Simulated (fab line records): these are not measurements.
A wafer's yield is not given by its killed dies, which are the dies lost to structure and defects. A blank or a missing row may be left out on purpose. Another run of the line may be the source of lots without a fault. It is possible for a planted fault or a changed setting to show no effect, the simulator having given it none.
What tool caused it?	flow n5 finfet	27 wafers from 9 lots sampled at 5 of the route's 1938 steps

WHAT THE GAUGES SHOWED, per wafer
N5_DUMMY_GATE_OVL_MEAS_16. Usual: GATE_OVL 0.2 nm, standard deviation 0.75.
lot	measured	on	GATE_OVL (nm)	flag
L963	day 4 00:44	overlay-01	-1.2 -1.0 -0.3	
L964	day 4 05:47	overlay-02	0.2 -0.4 1.0	
L968	day 5 07:18	overlay-01	-0.4 0.4 0.0	
L970	day 5 16:08	overlay-02	0.2 0.4 0.9	
L974	day 6 18:45	overlay-01	0.3 0.6 0.3	
L975	day 6 21:54	overlay-02	0.5 1.4 0.2	
L976	day 7 06:56	overlay-01	-0.1 -0.4 -1.2	
L980	day 8 09:37	overlay-01	0.2 -0.5 -0.1	
L982	day 8 15:48	overlay-01	0.6 0.1 0.5	

N5_BEOL_M4_RC_MEAS_101. Usual: DIBL_N 36.1 mV/V, standard deviation 1.7; DIBL_P 35.9 mV/V, standard deviation 2.1; IOFF_N 0.154 nA/um, standard deviation 0.029; IOFF_P 0.21 nA/um, standard deviation 0.035; ION_N 673 uA/um, standard deviation 10; ION_P 463 uA/um, standard deviation 7.5; SS_N 71.6 mV/dec, standard deviation 0.59; SS_P 73.2 mV/dec, standard deviation 0.69; VT_N 250.5 mV, standard deviation 2.9; VT_P -250 mV, standard deviation 3.2.
lot	measured	on	DIBL_N (mV/V)	DIBL_P (mV/V)	IOFF_N (nA/um)	IOFF_P (nA/um)	ION_N (uA/um)	ION_P (uA/um)	SS_N (mV/dec)	SS_P (mV/dec)	VT_N (mV)	VT_P (mV)	flag
L963	day 9 14:58	prober-02	34.4 39.7 37.1	34.3 39.3 37.0	0.115 0.204 0.149	0.14 0.20 0.18	653 664 666	443 447 453	70.9 72.2 72.0	71.9 73.8 73.4	253.0 248.9 252.5	-259 -254 -256	
L964	day 9 20:05	prober-02	35.8 36.5 36.2	35.7 37.4 37.3	0.138 0.160 0.155	0.22 0.24 0.24	664 672 674	461 469 466	71.4 71.9 72.1	72.8 73.1 72.9	252.6 249.0 246.5	-250 -248 -247	
L968	day 11 10:22	prober-01	35.9 36.2 38.0	35.1 35.7 38.0	0.149 0.153 0.192	0.18 0.19 0.23	667 683 683	454 465 467	72.2 71.1 71.8	73.1 72.3 73.2	250.0 248.9 244.7	-253 -251 -249	
L970	day 11 15:58	prober-02	33.6 33.6 34.8	33.4 33.1 33.9	0.137 0.119 0.134	0.19 0.18 0.18	669 661 667	463 460 459	71.1 71.2 70.8	73.1 72.8 73.3	251.4 252.9 253.3	-253 -253 -252	
L974	day 12 15:35	prober-01	35.5 35.6 34.0	36.0 37.0 34.9	0.133 0.142 0.113	0.21 0.23 0.19	670 665 665	466 469 466	71.0 70.6 71.3	73.6 73.3 72.9	254.2 249.0 253.2	-249 -248 -248	
L975	day 12 08:46	prober-02	37.2 34.7 36.0	37.7 34.4 36.1	0.166 0.118 0.152	0.28 0.22 0.25	678 651 671	480 462 471	72.0 71.1 70.3	73.7 72.4 73.1	248.9 253.9 248.7	-243 -247 -244	
L976	day 12 11:14	prober-01	38.0 35.1 38.2	37.8 33.7 37.4	0.192 0.117 0.187	0.24 0.17 0.22	691 650 687	469 449 468	72.7 71.3 72.1	73.1 72.9 73.4	248.7 255.1 246.8	-248 -254 -250	
L980	day 13 18:20	prober-02	36.1 36.5 35.0	34.5 35.5 33.4	0.143 0.158 0.135	0.21 0.22 0.19	668 676 677	466 468 474	70.9 71.9 71.2	72.8 72.2 72.3	252.3 247.6 251.1	-247 -249 -250	
L982	day 14 10:16	prober-02	36.6 36.2 38.7	33.7 33.5 37.3	0.141 0.131 0.171	0.17 0.17 0.21	670 669 675	458 457 456	71.2 70.7 71.6	73.6 72.3 73.7	252.5 253.5 247.2	-254 -254 -250	

WHICH TOOL RAN EACH LOT (tool, then ch and the chambers of the sampled wafers, then the start)
lot	N5_STI_FIN_REVEAL_STRIP_24	N5_DUMMY_GATE_COAT_35	N5_DUMMY_GATE_ETCH_29
L963	rie diel-05 ch 0,1,2, day 3 13:11	litho track-02 ch 0, day 4 00:26	rie diel-06 ch 0,2,3, day 4 00:53
L964	rie diel-01 ch 0,1, day 3 17:08	litho track-03 ch 0, day 4 05:29	rie diel-06 ch 0,2,3, day 4 05:56
L968	rie diel-04 ch 1,2, day 4 17:43	litho track-02 ch 0, day 5 06:45	rie diel-03 ch 0,2,3, day 5 07:26
L970	rie diel-01 ch 2,3, day 5 04:18	litho track-03 ch 0, day 5 15:41	rie diel-03 ch 0,1,3, day 5 16:16
L974	rie diel-05 ch 1,2,3, day 6 03:56	litho track-04 ch 0, day 6 18:27	rie diel-03 ch 0,2,3, day 6 18:55
L975	rie diel-05 ch 0,1,3, day 6 10:22	litho track-03 ch 0, day 6 21:35	rie diel-02 ch 0,1, day 6 22:03
L976	rie diel-04 ch 0,2,3, day 6 19:03	litho track-02 ch 0, day 7 06:31	rie diel-03 ch 0,2,3, day 7 07:06
L980	rie diel-04 ch 0,2,3, day 7 17:55	litho track-03 ch 0, day 8 09:10	rie diel-03 ch 0,2, day 8 09:59
L982	rie diel-04 ch 0,1,2, day 8 04:01	litho track-04 ch 0, day 8 15:30	rie diel-03 ch 0,2,3, day 8 15:58
- N5_STI_FIN_REVEAL_STRIP_24: strips in N2/H2, time 90 s.
- N5_DUMMY_GATE_COAT_35: time 60 s, resist thk 10 nm.
- N5_DUMMY_GATE_ETCH_29: etches underlayer in N2/H2, target depth 13 nm.

AS READ BY THE TOOLS THEMSELVES (means over the sampled wafers that have a number; for cases with no such wafer, the mark the record gives instead)
N5_STI_FIN_REVEAL_STRIP_24. Usual: drypump motor current A 5.7 A, standard deviation 0.48; n2 flow sccm 299.9 sccm, standard deviation 0.83; oes product au 0.79 a.u., standard deviation 0.088; rf vpp V 45.5 V, standard deviation 0.76; showerhead plenum p Torr 3.47 Torr, standard deviation 0.073; throttle valve pct 12.14 %, standard deviation 0.22.
lot	tool	drypump motor current A (A)	n2 flow sccm (sccm)	oes product au (a.u.)	rf vpp V (V)	showerhead plenum p Torr (Torr)	throttle valve pct (%)	flag
L963	rie diel-05	5.8	299.2	0.76	45.1	3.51	12.11	
L964	rie diel-01	5.7	299.6	0.74	44.8	3.49	12.15	
L968	rie diel-04	5.5	299.4	0.77	44.9	3.41	12.19	
L970	rie diel-01	5.8	299.0	0.77	44.9	3.47	12.19	
L974	rie diel-05	6.0	299.5	0.72	46.2	3.50	12.19	
L975	rie diel-05	5.9	300.1	0.74	46.1	3.51	12.30	
L976	rie diel-04	5.5	300.1	0.90	45.7	3.43	11.99	
L980	rie diel-04	5.5	299.4	0.89	45.4	3.42	12.02	
L982	rie diel-04	5.8	300.4	0.85	47.0	3.45	11.95	

N5_DUMMY_GATE_COAT_35. Usual: spin speed rpm at 1499.9 rpm, with a standard deviation of 0.85.
lot	tool	spin speed rpm (rpm)	flag
L963	litho track-02	1500.6	
L964	litho track-03	1500.5	
L968	litho track-02	1500.2	
L970	litho track-03	1500.5	
L974	litho track-04	1499.7	
L975	litho track-03	1440.6	OFF
L976	litho track-02	1499.7	
L980	litho track-03	1440.0	OFF
L982	litho track-04	1498.8	

N5_DUMMY_GATE_ETCH_29. Usual: drypump motor current A 5.7 A, standard deviation 0.35; n2 flow sccm 200.0 sccm, standard deviation 0.64; oes product au 0.76 a.u., standard deviation 0.055; rf vpp V 525.0 V, standard deviation 2.1; showerhead plenum p Torr 2.59 Torr, standard deviation 0.071; throttle valve pct 17.94 %, standard deviation 0.16.
lot	tool	drypump motor current A (A)	n2 flow sccm (sccm)	oes product au (a.u.)	rf vpp V (V)	showerhead plenum p Torr (Torr)	throttle valve pct (%)	flag
L963	rie diel-06	5.7	199.7	0.82	526.1	2.64	17.93	
L964	rie diel-06	5.7	199.9	0.81	526.2	2.63	17.92	
L968	rie diel-03	5.6	199.9	0.75	523.2	2.57	17.98	
L970	rie diel-03	5.5	199.8	0.76	525.1	2.57	17.94	
L974	rie diel-03	5.6	200.7	0.74	524.5	2.57	18.00	
L975	rie diel-02	6.4	199.4	0.73	521.4	2.48	17.95	
L976	rie diel-03	5.6	199.8	0.74	524.2	2.57	18.00	
L980	rie diel-03	5.5	200.0	0.74	525.8	2.61	17.97	
L982	rie diel-03	5.6	200.3	0.73	524.5	2.57	18.02	

THE ANSWER, worked out from the rows above alone
Rule: take the mean of a lot's wafers that have a number; if it is more than 3 standard deviations from the usual mean, the lot is off. Also off: a lot with no number at a reading for which 4 or more lots have one. Any other lot the step has rows for is counted as sound. First the gauges in route order, then the tools' own readings, where a lot's mean is used as printed above. At the first step where some lot is off, the reading lying furthest off is the one used; lots without a number count as furthest.
Off, at N5_DUMMY_GATE_COAT_35 on spin speed rpm: L975, L980.
If a tool, at that step or one of the process steps before it, ran each lot that is off and ran no sound lot following the first of them, it fits. One fits: litho track-03 at N5_DUMMY_GATE_COAT_35. A fault onset in the window from L970 (day 5 15:41, its last sound lot) to L975 (day 6 21:35, its first lot off) fits.
On the lots that are off, the tool's own readings at N5_DUMMY_GATE_COAT_35 differ by more than 5 times the standard deviation of the sound lots' means, which bears it out; spin speed rpm reads 1440.3 rpm there versus 1500.0 rpm on the sound lots.

WHAT THE SIMULATOR HAD PUT IN
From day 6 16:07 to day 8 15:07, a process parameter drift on litho track-03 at N5_DUMMY_GATE_COAT_35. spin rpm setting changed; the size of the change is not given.
Shown lots that were struck: L975, L980. The rule above found the same.
